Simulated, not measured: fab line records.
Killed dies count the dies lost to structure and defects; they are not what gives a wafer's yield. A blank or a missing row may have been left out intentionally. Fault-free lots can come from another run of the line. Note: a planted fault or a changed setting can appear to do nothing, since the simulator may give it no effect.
Comparing a struck lot with a sound one -- flow nandHarc -- 28 out of 1302 route steps
Sound: wafers L526.1, L526.4, L526.5. Struck: wafers L516.2, L516.5. (L516.6 of the same lot was not struck and is left out.) The cause comes at the end.
Order at every step that has rows: each side's tool, ch and its chambers, its first start. Under that, the readings that differ: sound wafers -- struck wafers -- difference of the means -- sigmas: that difference in standard deviations of wafers without a fault.
alike: readings with means less than 2 such deviations apart, plus words and numbers identical on both sides. not compared: withheld readings, readings lacking a value on some wafer, bounds such as >300 that could conceal the same value, and numbers that have no deviation in the record and whose values overlap.
A row with sigmas, a row that says differs or no value, or rows on one side alone: a step with any of these is where the two part. Numbers that have no deviation but don't overlap get no sigmas and don't part them. Lack of a reading on every wafer of one side parts them only where that side has two or more wafers.

NHARC_A_CHANNEL_HOLE_D2_OVL_MEAS_11:
  sound on overlay-01 at day 21 06:58; struck on overlay-01 at day 16 23:41
  alike: overlayXNm, overlayYNm
NHARC_A_CHANNEL_HOLE_D2_INSPECT_12:
  sound on defectInspect-01 at day 21 06:59; struck on defectInspect-02 at day 16 23:44
  alike: rawDefectCount
then, 1 step without rows for these wafers: NHARC_A_CHANNEL_HOLE_D2_DESCUM_15 (chemistry O2, time 3 s).
NHARC_A_CHANNEL_HOLE_D2_ETCH_38: etches the open film in CF4, target depth 39 nm, time 65 s.
  sound on rieDiel-02 ch 0,2, day 21 07:08; struck on rieDiel-09 ch 0,1, day 16 23:55
  alike: drypumpMotorCurrentA, oesProductAu, rfVppV, showerheadPlenumPTorr, throttleValvePct
  not compared: rfHoursCounterH
then, 1 step without rows for these wafers: NHARC_A_CHANNEL_HOLE_D2_ETCH_39 (etches the open film in N2/H2, target depth 260 nm, time 325 s).
NHARC_A_CHANNEL_HOLE_D2_ETCH_34: etches the open film in CF4/CHF3, target depth 154 nm, time 77 s.
  sound: rieDiel-02 ch 1,2; struck: rieDiel-09 ch 1,2
  alike: drypumpMotorCurrentA, oesProductAu, rfVppV, showerheadPlenumPTorr, throttleValvePct
  not compared: rfHoursCounterH
then, 1 step without rows for these wafers: NHARC_A_CHANNEL_HOLE_D2_ETCH_16 (etches the open film in O2/COS, target depth 3100 nm, time 806 s).
NHARC_A_CHANNEL_HOLE_D2_CD_MEAS_18:
  sound on cdSem-02 at day 21 08:09; struck on cdSem-01 at day 17 01:07
  alike: cdNm
then, 1 step without rows for these wafers: NHARC_A_CHANNEL_HOLE_D2_ETCH_19 (etches the open film in C4F8/O2/Ar, time 34.5 s).
NHARC_A_CHANNEL_HOLE_D2_ETCH_20: etches the open film in C4F8/O2/Ar, time 361.9 s, target depth 1600 nm.
  sound on harEtch-02 ch 0,1, day 21 08:28; struck on harEtch-01 ch 0, day 17 04:19
reading,sound,struck,difference,sigmas
showerheadPlenumPTorr (Torr),3.90 3.90 3.59,3.48 3.48,-0.32,-2
  alike: drypumpMotorCurrentA, o2FlowSccm, throttleValvePct
  not compared: rfHoursCounterH
then, 2 steps without rows for these wafers: NHARC_A_CHANNEL_HOLE_D2_ETCH_21 (etches the open film in C4F8/O2/Ar, time 514.3 s, target depth 1600 nm); NHARC_A_CHANNEL_HOLE_D2_ETCH_22 (etches the open film in C4F8/O2/Ar, time 666.7 s, target depth 1600 nm).
NHARC_A_CHANNEL_HOLE_D2_ETCH_23: etches the open film in C4F8/O2/Ar, time 819 s, target depth 1600 nm.
  sound on harEtch-02 ch 0,1, day 21 09:47; struck on harEtch-01 ch 0, day 17 05:38
reading,sound,struck,difference,sigmas
drypumpMotorCurrentA (A),5.6 5.7 5.5,6.5 6.5,+0.9,+2
showerheadPlenumPTorr (Torr),3.90 3.90 3.59,3.48 3.48,-0.32,-2
  alike: o2FlowSccm, throttleValvePct
  not compared: rfHoursCounterH
then, 2 steps without rows for these wafers: NHARC_A_CHANNEL_HOLE_D2_ETCH_24 (etches the open film in C4F8/O2/Ar, time 906.2 s, target depth 1500 nm); NHARC_A_CHANNEL_HOLE_D2_ETCH_25 (etches the open film in C4F8/O2/Ar, time 1040.2 s, target depth 1500 nm).
NHARC_A_CHANNEL_HOLE_D2_ETCH_26: etches the open film in C4F8/O2/Ar, time 224.1 s, target depth 300 nm.
  sound on harEtch-02 ch 0,1, day 21 12:08; struck on harEtch-01 ch 0, day 17 07:58
reading,sound,struck,difference,sigmas
drypumpMotorCurrentA (A),5.6 5.6 5.5,6.6 6.6,+1.0,+2
showerheadPlenumPTorr (Torr),3.95 3.95 3.63,3.52 3.51,-0.33,-2
  alike: o2FlowSccm, throttleValvePct
  not compared: rfHoursCounterH
then, 5 steps without rows for these wafers: NHARC_A_CHANNEL_HOLE_D2_ETCH_27 (etches the open film in C4F8/O2/Ar, time 90 s, target depth 400 nm); NHARC_A_CHANNEL_HOLE_D2_STRIP_41 (strips in N2/H2); NHARC_A_CHANNEL_HOLE_D2_STRIP_42 (strips in CF4/CHF3); NHARC_A_CHANNEL_HOLE_D2_STRIP_43 (strips in O2/COS); NHARC_A_CHANNEL_HOLE_D2_ETCH_44 (etches the open film in CF4/O2, target depth 140 nm, overetch 14 nm, time 77 s).
NHARC_A_CHANNEL_HOLE_D2_STRIP_28: strips in O2.
  sound: rieDiel-02 ch 0,1; struck: rieDiel-09 ch 2
  alike: drypumpMotorCurrentA, o2FlowSccm, oesProductAu, rfVppV, showerheadPlenumPTorr, throttleValvePct
  not compared: rfHoursCounterH
then, 2 steps without rows for these wafers: NHARC_A_CHANNEL_HOLE_D2_PRECLEAN_29 (cleans in SC1); NHARC_A_CHANNEL_HOLE_D2_SRD_30.
NHARC_A_CHANNEL_HOLE_D2_CD_MEAS_31:
  sound on cdSem-01 at day 21 13:53; struck on cdSem-03 at day 17 09:47
  alike: cdNm
NHARC_A_CHANNEL_HOLE_D2_XSEM_32:
  sound on xsem-02 ch 0, day 21 13:59; struck on xsem-02 ch 0, day 17 09:52
reading,sound,struck,difference,sigmas
bowNm (nm),8.30 8.31 8.21,11.21 11.33,+3.00,+13
  alike: botCdNm, tiltDeg
NHARC_A_CHANNEL_HOLE_D2_INSPECT_40:
  sound on defectInspect-02 at day 21 14:05; struck on defectInspect-02 at day 17 09:58
  alike: rawDefectCount
then, 1 step without rows for these wafers: NHARC_END_SORT_01.

## WHERE THEY PART
Last at NHARC_A_CHANNEL_HOLE_D2_XSEM_32 as far as this record goes, first at NHARC_A_CHANNEL_HOLE_D2_ETCH_20. Later steps at which nothing parts them and some readings are alike: NHARC_A_CHANNEL_HOLE_D2_INSPECT_40.

WHY: what the simulator had put in
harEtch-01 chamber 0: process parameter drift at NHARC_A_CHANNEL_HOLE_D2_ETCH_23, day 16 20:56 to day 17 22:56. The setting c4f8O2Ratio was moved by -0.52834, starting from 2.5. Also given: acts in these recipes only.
